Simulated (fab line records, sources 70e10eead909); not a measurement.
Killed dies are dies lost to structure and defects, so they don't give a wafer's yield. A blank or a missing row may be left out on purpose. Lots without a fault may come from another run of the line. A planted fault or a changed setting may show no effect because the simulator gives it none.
Which tool did it? | flow nand_harc | 11 lots, 33 wafers sampled, at 6 steps of a route of 1302

WHAT THE GAUGES READ, wafer by wafer
NHARC_A_CHANNEL_HOLE_D2_OVL_MEAS_11. Usual: overlay_x_nm -0.1 nm, standard deviation 0.81; overlay_y_nm 0.4 nm, standard deviation 1.
lot  | measured     | on         | overlay_x_nm (nm) | overlay_y_nm (nm) | flag
L620 | day 13 05:13 | overlay-02 | -0.7 -1.0 -1.5    | -0.5 -0.6 0.5     |
L621 | day 13 11:11 | overlay-01 | 0.2 -0.2 0.5      | -1.8 -1.9 -2.0    |
L623 | day 14 09:19 | overlay-01 | -1.8 -1.2 -1.6    | -0.8 0.3 -0.4     |
L627 | day 17 10:19 | overlay-01 | 0.5 0.1 0.0       | 1.0 0.8 0.4       |
L630 | day 17 21:26 | overlay-01 | 0.2 0.3 0.5       | 1.7 1.6 2.2       |
L629 | day 17 21:52 | overlay-02 | 0.8 0.7 0.9       | -1.1 -1.1 -0.8    |
L631 | day 18 02:25 | overlay-02 | -0.7 0.1 -0.4     | -0.2 -0.2 0.6     |
L632 | day 18 06:05 | overlay-02 | -0.1 -0.4 -0.5    | 0.0 -0.7 -0.5     |
L640 | day 21 06:07 | overlay-02 | 1.0 -0.3 -0.4     | 0.8 0.8 0.7       |
L641 | day 22 10:26 | overlay-02 | -0.8 -1.2 -1.1    | 0.0 0.3 0.1       |
L642 | day 22 12:13 | overlay-01 | 1.0 1.3 1.4       | 2.0 1.7 2.0       |

NHARC_END_SORT_01. Usual: killed_at_array 54, standard deviation 18; killed_at_other 0.9, standard deviation 1.2; killed_at_periphery 4.4, standard deviation 2.9; killed_dies 59, standard deviation 18; killed_open 3.2, standard deviation 1.8; killed_short 2.6, standard deviation 1.8.
lot  | measured     | on        | killed_at_array | killed_at_other | killed_at_periphery | killed_dies | killed_open | killed_short | flag
L621 | day 24 21:49 | prober-02 | 68 52 85        | 0 1 0           | 3 2 1               | 71 55 86    | 4 2 5       | 2 1 2        |
L629 | day 30 16:32 | prober-02 | 67 71 68        | 2 1 0           | 1 0 1               | 70 72 69    | 3 5 2       | 5 6 1        |
L632 | day 31 00:28 | prober-01 | 37 39 47        | 1 0 0           | 3 2 2               | 41 41 49    | 7 0 2       | 2 2 2        |

WHICH TOOL RAN EACH LOT (tool, then ch and the chambers of the sampled wafers, then the start)
lot  | NHARC_A_CHANNEL_HOLE_D2_ETCH_20  | NHARC_A_CHANNEL_HOLE_D2_ETCH_22  | NHARC_A_CHANNEL_HOLE_D2_ETCH_24  | NHARC_A_CHANNEL_HOLE_D2_XSEM_32
L620 | har_etch-01 ch 0,1, day 13 16:34 | har_etch-01 ch 0,1, day 13 17:22 | har_etch-01 ch 0,1, day 13 18:39 | xsem-02 ch 0, day 13 22:08
L621 | har_etch-01 ch 0,1, day 14 00:47 | har_etch-01 ch 0,1, day 14 01:32 | har_etch-01 ch 0,1, day 14 02:47 | xsem-01 ch 0, day 14 06:18
L623 | har_etch-02 ch 0,1, day 14 10:42 | har_etch-02 ch 0,1, day 14 11:28 | har_etch-02 ch 0,1, day 14 12:44 | xsem-01 ch 0, day 14 16:13
L627 | har_etch-02 ch 0,1, day 17 16:04 | har_etch-02 ch 0,1, day 17 16:51 | har_etch-02 ch 0,1, day 17 18:09 | xsem-01 ch 0, day 17 21:29
L630 | har_etch-01 ch 0,1, day 18 03:20 | har_etch-01 ch 0,1, day 18 04:11 | har_etch-01 ch 0,1, day 18 05:29 | xsem-02 ch 0, day 18 08:44
L629 | har_etch-01 ch 0,1, day 18 07:23 | har_etch-01 ch 0,1, day 18 08:09 | har_etch-01 ch 0,1, day 18 09:25 | xsem-01 ch 0, day 18 12:55
L631 | har_etch-01 ch 0,1, day 18 19:40 | har_etch-01 ch 0,1, day 18 20:31 | har_etch-01 ch 0,1, day 18 21:50 | xsem-01 ch 0, day 19 01:04
L632 | har_etch-01 ch 0,1, day 18 23:47 | har_etch-01 ch 0,1, day 19 00:35 | har_etch-01 ch 0,1, day 19 01:53 | xsem-01 ch 0, day 19 05:13
L640 | har_etch-01 ch 0,1, day 21 07:31 | har_etch-01 ch 0,1, day 21 08:16 | har_etch-01 ch 0,1, day 21 09:32 | xsem-01 ch 0, day 21 13:00
L641 | har_etch-02 ch 0,1, day 22 11:56 | har_etch-02 ch 0,1, day 22 12:44 | har_etch-02 ch 0,1, day 22 14:01 | xsem-01 ch 0, day 22 17:25
L642 | har_etch-01 ch 0,1, day 22 13:42 | har_etch-01 ch 0,1, day 22 14:32 | har_etch-01 ch 0,1, day 22 15:52 | xsem-02 ch 0, day 22 19:05
- NHARC_A_CHANNEL_HOLE_D2_ETCH_20: etches the open film in C4F8/O2/Ar, time 361.9 s, target depth 1600 nm.
- NHARC_A_CHANNEL_HOLE_D2_ETCH_22: etches the open film in C4F8/O2/Ar, time 666.7 s, target depth 1600 nm.
- NHARC_A_CHANNEL_HOLE_D2_ETCH_24: etches the open film in C4F8/O2/Ar, time 906.2 s, target depth 1500 nm.
- NHARC_A_CHANNEL_HOLE_D2_XSEM_32

WHAT THE TOOLS THEMSELVES READ (means of the sampled wafers that have a number; where no wafer has one, the mark that the record gives instead)
NHARC_A_CHANNEL_HOLE_D2_ETCH_20. Usual: drypump_motor_current_A 5.82 A, standard deviation 0.17; showerhead_plenum_p_Torr 3.70 Torr, standard deviation 0.14; throttle_valve_pct 32.154 %, standard deviation 0.0088.
lot  | tool        | drypump_motor_current_A (A) | showerhead_plenum_p_Torr (Torr) | throttle_valve_pct (%) | flag
L620 | har_etch-01 | 5.72                        | 3.68                            | 32.158                 |
L621 | har_etch-01 | 5.78                        | 3.66                            | 32.155                 |
L623 | har_etch-02 | 5.87                        | 3.52                            | 32.164                 |
L627 | har_etch-02 | 5.99                        | 3.93                            | 32.155                 |
L630 | har_etch-01 | 5.79                        | 3.63                            | 32.157                 |
L629 | har_etch-01 | 5.72                        | 3.65                            | 32.155                 |
L631 | har_etch-01 | 5.72                        | 3.64                            | 32.165                 |
L632 | har_etch-01 | 5.72                        | 3.64                            | 32.159                 |
L640 | har_etch-01 | 5.72                        | 3.62                            | 32.160                 |
L641 | har_etch-02 | 5.88                        | 3.90                            | 32.151                 |
L642 | har_etch-01 | 5.73                        | 3.61                            | 32.149                 |

NHARC_A_CHANNEL_HOLE_D2_ETCH_22. Usual: drypump_motor_current_A 5.82 A, standard deviation 0.17; showerhead_plenum_p_Torr 3.70 Torr, standard deviation 0.14; throttle_valve_pct 32.154 %, standard deviation 0.0096.
lot  | tool        | drypump_motor_current_A (A) | showerhead_plenum_p_Torr (Torr) | throttle_valve_pct (%) | flag
L620 | har_etch-01 | 5.70                        | 3.68                            | 32.154                 |
L621 | har_etch-01 | 5.78                        | 3.66                            | 32.144                 |
L623 | har_etch-02 | 5.89                        | 3.51                            | 32.155                 |
L627 | har_etch-02 | 6.01                        | 3.93                            | 32.154                 |
L630 | har_etch-01 | 5.79                        | 3.63                            | 32.154                 |
L629 | har_etch-01 | 5.72                        | 3.65                            | 32.148                 |
L631 | har_etch-01 | 5.73                        | 3.64                            | 32.151                 |
L632 | har_etch-01 | 5.72                        | 3.64                            | 32.162                 |
L640 | har_etch-01 | 5.72                        | 3.62                            | 32.148                 |
L641 | har_etch-02 | 5.90                        | 3.90                            | 32.162                 |
L642 | har_etch-01 | 5.72                        | 3.61                            | 32.154                 |

NHARC_A_CHANNEL_HOLE_D2_ETCH_24. Usual: drypump_motor_current_A 5.82 A, standard deviation 0.18; showerhead_plenum_p_Torr 3.70 Torr, standard deviation 0.14; throttle_valve_pct 32.235 %, standard deviation 0.0096.
lot  | tool        | drypump_motor_current_A (A) | showerhead_plenum_p_Torr (Torr) | throttle_valve_pct (%) | flag
L620 | har_etch-01 | 5.72                        | 3.68                            | 32.247                 |
L621 | har_etch-01 | 5.77                        | 3.66                            | 32.240                 |
L623 | har_etch-02 | 5.88                        | 3.51                            | 32.234                 |
L627 | har_etch-02 | 6.02                        | 3.92                            | 32.234                 |
L630 | har_etch-01 | 5.77                        | 3.62                            | 32.238                 |
L629 | har_etch-01 | 5.72                        | 3.64                            | 32.223                 |
L631 | har_etch-01 | 5.73                        | 3.63                            | 32.236                 |
L632 | har_etch-01 | 5.73                        | 3.63                            | 32.230                 |
L640 | har_etch-01 | 5.71                        | 3.61                            | 32.230                 |
L641 | har_etch-02 | 5.89                        | 3.89                            | 32.237                 |
L642 | har_etch-01 | 5.72                        | 3.60                            | 32.232                 |

NHARC_A_CHANNEL_HOLE_D2_XSEM_32. Usual: bot_cd_nm 75.1 nm, standard deviation 1.4; bow_nm 8.66 nm, standard deviation 0.28; tilt_deg 0.08 degrees, standard deviation 0.04.
lot  | tool    | bot_cd_nm (nm) | bow_nm (nm) | tilt_deg (degrees) | flag
L620 | xsem-02 | 75.0           | 9.10        | 0.01               |
L621 | xsem-01 | 78.0           | 8.45        | 0.06               |
L623 | xsem-01 | 75.7           | 8.58        | 0.15               |
L627 | xsem-01 | 74.9           | 8.26        | 0.09               |
L630 | xsem-02 | 75.0           | 8.53        | 0.05               |
L629 | xsem-01 | 74.4           | 12.36       | 0.03               | OFF
L631 | xsem-01 | 75.1           | 11.99       | 0.07               | OFF
L632 | xsem-01 | 74.8           | 12.26       | 0.08               | OFF
L640 | xsem-01 | 74.7           | 8.76        | 0.05               |
L641 | xsem-01 | 74.4           | 8.33        | 0.10               |
L642 | xsem-02 | 74.3           | 9.16        | 0.11               |

THE ANSWER, worked out from the rows above alone
Rule: a lot is off if the mean of its wafers that have a number lies more than 3 standard deviations from the usual mean. A lot without any number at a reading at which 4 lots or more have one is off too. The other lots that the step has rows for count as sound. The gauges are gone through in route order, then the tools' own readings, and for those a lot's mean is taken as printed above. The first step at which some lot is off is used, and at that step the reading that is off furthest; a lot without a number counts as furthest.
Off: L629, L631, L632, at NHARC_A_CHANNEL_HOLE_D2_XSEM_32 (bow_nm).
A tool fits if, at that step or a process step before it, it ran every lot that is off, and no sound lot after the first of them. None of those tried fits.

WHAT THE SIMULATOR HAD PUT IN
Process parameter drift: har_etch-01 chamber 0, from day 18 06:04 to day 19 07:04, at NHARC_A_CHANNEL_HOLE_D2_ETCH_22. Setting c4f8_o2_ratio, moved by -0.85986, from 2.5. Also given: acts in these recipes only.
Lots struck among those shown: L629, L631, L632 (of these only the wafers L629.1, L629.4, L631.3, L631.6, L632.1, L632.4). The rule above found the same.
